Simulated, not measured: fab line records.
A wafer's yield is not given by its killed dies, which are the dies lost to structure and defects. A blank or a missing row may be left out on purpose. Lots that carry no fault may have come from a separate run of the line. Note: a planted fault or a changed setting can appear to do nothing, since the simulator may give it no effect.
Split-lot experiment    flow n5-finfet    21 wafers read across 7 lots, on a route 1938 steps long

## ABOUT THE SPLIT
At N5_BEOL_M15_COAT_04 (resist thk 800 nm), the setting spin-rpm was moved away from the recipe's 1704 rpm on 6 of the 21 wafers read, by -10.6% to +9.4%. All remaining wafers had this setting at the recipe value.

## FROM THE SPLIT TO THE READING: what the file shows between them, 4 steps
- N5_BEOL_M15_EBR_06
- N5_BEOL_M15_SOFTBAKE_05: time 60 s
- N5_BEOL_M15_DESCUM_15: chemistry O2, time 7.9 s
- N5_BEOL_M15_ETCH_59: etches BARC in N2/H2, target depth 89 nm, overetch 26.7 nm, time 67.9 s

## THE READING
coat_of_BEOL_M15_COAT_04.thk-nm (the simulator's own value, which no gauge read), in nm, at N5_BEOL_M15_VIA_ETCH_16 (etches SiO2 in C4F8/O2/Ar, target depth 1792.2 nm). There is no usual value for it anywhere in the file. Average 331.1 nm, standard deviation 8.7 nm, over the 15 wafers here run with the recipe.

wafer   tool, chamber at the split  spin-rpm as run, rpm  against the recipe  coat_of_BEOL_M15_COAT_04.thk-nm, nm  against lot-mates on the recipe
L076.2  litho-track-03, 0           1704                  recipe              339.4                                -
L076.3  litho-track-03, 0           1865                  +9.4%               305.2                                -34.2
L076.4  litho-track-03, 0           1865                  +9.4%               294.4                                -45.0
L081.1  litho-track-05, 0           1524                  -10.6%              380.2                                +56.7
L081.4  litho-track-05, 0           1704                  recipe              316.4                                -
L081.5  litho-track-05, 0           1704                  recipe              330.6                                -
L083.1  litho-track-03, 0           1704                  recipe              344.2                                -
L083.2  litho-track-03, 0           1812                  +6.3%               315.4                                -24.8
L083.5  litho-track-03, 0           1704                  recipe              336.2                                -
L091.1  litho-track-05, 0           1704                  recipe              342.4                                -
L091.3  litho-track-05, 0           1704                  recipe              334.4                                -
L091.6  litho-track-05, 0           1804                  +5.9%               313                                  -25.4
L090.4  litho-track-03, 0           1704                  recipe              325.8                                -
L090.5  litho-track-03, 0           1704                  recipe              323.2                                -
L090.6  litho-track-03, 0           1704                  recipe              315.4                                -
L093.1  litho-track-03, 0           1704                  recipe              336.4                                -
L093.3  litho-track-03, 0           1704                  recipe              335                                  -
L093.6  litho-track-03, 0           1704                  recipe              331.2                                -
L095.1  litho-track-03, 0           1601                  -6.0%               361.6                                +33.9
L095.5  litho-track-03, 0           1704                  recipe              320.6                                -
L095.6  litho-track-03, 0           1704                  recipe              334.8                                -

THE FIT
A straight line over all 21 wafers: coat_of_BEOL_M15_COAT_04.thk-nm changes by -3.8 nm for each +1% of spin-rpm; r = -0.90; the points scatter about the line by 8.5 nm.
The same after taking each lot's own level away (the mean of its wafers on the recipe; 21 wafers): -4.68 nm for each +1%; r = -0.97; scatter 5.2 nm.
Per that fit: largest spin-rpm move, reading shift of 49 nm.
From 321.47 to 340.20 nm: that is the span of the lots' own levels, equal to 2.2 times the standard deviation above.
In other words, the slope is changed by the lot-to-lot level; the two fits disagree.
Check: +47.4 nm against its lot-mates is what the line predicts for one of the wafers moved furthest among these (-10.6%) when that wafer is left out of the fit. Against them it came out at +56.7 nm.

## FURTHER SPLITS ON THESE WAFERS
Note: prior to the reading, these wafers also went through further splits. Each is held against what the fit with the lots' levels taken away leaves over:
other split on the same wafers     wafers away from the commonest value  r with coat_of_BEOL_M15_COAT_04.thk-nm (lot level and that fit taken away)
N5_BEOL_M9_ETCH_66 time-s          5                                     -0.40
N5_BEOL_M9_TRENCH_ETCH_37 bias-w   8                                     +0.39
N5_BEOL_M10_PECVD_70 time-s        8                                     -0.35
N5_BEOL_M11_ETCH_66 time-s         5                                     -0.34
N5_BEOL_M11_ETCH_41 time-s         2                                     +0.06
N5_BEOL_M13_TRENCH_ETCH_34 time-s  6                                     -0.04
N5_BEOL_M13_SPUTTER_43 time-s      7                                     +0.15
N5_BEOL_M13_SPUTTER_44 time-s      4                                     -0.12

## THE WHOLE CHAIN: every reading that the file lists as answering this split, in the file's order
step                     what it does                                                             reading                                                                           change (the file's fit)               r (the file's)
N5_BEOL_M15_COAT_04      resist thk 800 nm                                                        coat_of_BEOL_M15_COAT_04.thk-nm (the simulator's own value, which no gauge read)  -4.16 nm for each +1% of the setting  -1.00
N5_BEOL_M15_ETCH_59      etches BARC in N2/H2, target depth 89 nm, overetch 26.7 nm, time 67.9 s  coat_of_BEOL_M15_COAT_04.thk-nm (the simulator's own value, which no gauge read)  -4.26 nm for each +1% of the setting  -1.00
N5_BEOL_M15_VIA_ETCH_16  etches SiO2 in C4F8/O2/Ar, target depth 1792.2 nm                        coat_of_BEOL_M15_COAT_04.thk-nm (the simulator's own value, which no gauge read)  -4.76 nm for each +1% of the setting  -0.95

## THE FILE'S OWN FIT
coat_of_BEOL_M15_COAT_04.thk-nm changes by -4.76 nm for each +1% of spin-rpm, r = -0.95.
